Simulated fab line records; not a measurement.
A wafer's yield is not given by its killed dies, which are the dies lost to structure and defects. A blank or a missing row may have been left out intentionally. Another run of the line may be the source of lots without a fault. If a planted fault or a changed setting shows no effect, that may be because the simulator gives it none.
Lot-split experiment    flow n5_finfet    7 lots, 21 wafers read, on a route of 1938 steps

ON THE SPLIT
At N5_HKMG_FIN_EXPOSE_09 (exposes mask NWFM), the setting dose_mj was moved away from the recipe's 39.25 on 9 of the 21 wafers read, by -7.1% to +7.2%. This setting was run at the recipe's value on the other wafers.

FROM THE SPLIT TO THE READING: what the file shows between them, 1 step
- N5_HKMG_FIN_DEVELOP_11: develop time 30 s (also split here: develop_time_s)

THE READING
cd_nm (nm) at N5_HKMG_FIN_CD_MEAS_12, where the cd target is 92.8 nm. Fault-free wafers of this fab line usually give 91.9 nm, standard deviation 0.71 nm.

wafer   tool, chamber at the split  dose_mj as run  against the recipe  cd_nm, nm  against lot-mates on the recipe
L078.1  arfi_scanner-03, 0          38.04           -3.1%               90.2       -2.6
L078.4  arfi_scanner-03, 0          38.04           -3.1%               90.3       -2.5
L078.5  arfi_scanner-03, 0          39.25           recipe              92.8       -
L079.1  arfi_scanner-03, 0          39.25           recipe              91.4       -
L079.2  arfi_scanner-03, 0          39.25           recipe              92.1       -
L079.6  arfi_scanner-03, 0          39.25           recipe              91.9       -
L080.1  arfi_scanner-01, 0          39.25           recipe              91.7       -
L080.2  arfi_scanner-01, 0          39.25           recipe              90.7       -
L080.3  arfi_scanner-01, 0          39.25           recipe              90.4       -
L082.2  arfi_scanner-03, 0          39.25           recipe              91.3       -
L082.4  arfi_scanner-03, 0          37.61           -4.2%               87.4       -3.6
L082.6  arfi_scanner-03, 0          39.25           recipe              90.8       -
L083.1  arfi_scanner-03, 0          42.08           +7.2%               96.6       +4.7
L083.5  arfi_scanner-03, 0          42.08           +7.2%               95.2       +3.3
L083.6  arfi_scanner-03, 0          39.25           recipe              91.9       -
L085.4  arfi_scanner-01, 0          40.65           +3.6%               93.5       +2.8
L085.5  arfi_scanner-01, 0          39.25           recipe              90.7       -
L085.6  arfi_scanner-01, 0          40.65           +3.6%               93.3       +2.6
L097.2  arfi_scanner-02, 0          39.25           recipe              92.6       -
L097.3  arfi_scanner-02, 0          36.46           -7.1%               87.4       -5.2
L097.5  arfi_scanner-02, 0          36.46           -7.1%               86.5       -6.1

THE FIT
A straight line over all 21 wafers: cd_nm changes by +0.623 nm for each +1% of dose_mj; r = +0.95; the points scatter about the line by 0.78 nm.
The same after taking each lot's own level away (the mean of its wafers on the recipe; 21 wafers): +0.703 nm for each +1%; r = +0.98; scatter 0.55 nm.
Per that fit: largest dose_mj move, reading shift of 5.1 nm.
The lots' own levels span 90.70 to 92.80 nm, that is 3.0 times the standard deviation above.
Hence the slope depends on the lot-to-lot level, as the two fits are not the same.
Check: with one of the wafers moved furthest among these (+7.2%) left out of the fit, the line predicts +4.9 nm for it against its lot-mates. It came out at +4.7 nm against them.

FURTHER SPLITS ON THESE WAFERS
Note: prior to the reading, these wafers also went through further splits. Each is held against what the fit with the lots' levels taken away leaves over:
other split on the same wafers         wafers away from the commonest value  r with cd_nm (lot level and that fit taken away)
N5_SDB_ETCH_17 bias_w                  8                                     +0.45
N5_HKMG_FIN_DEVELOP_11 develop_time_s  7                                     +0.14

THE FILE'S OWN FIT
cd_nm changes by +0.718 nm for each +1% of dose_mj, r = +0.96.
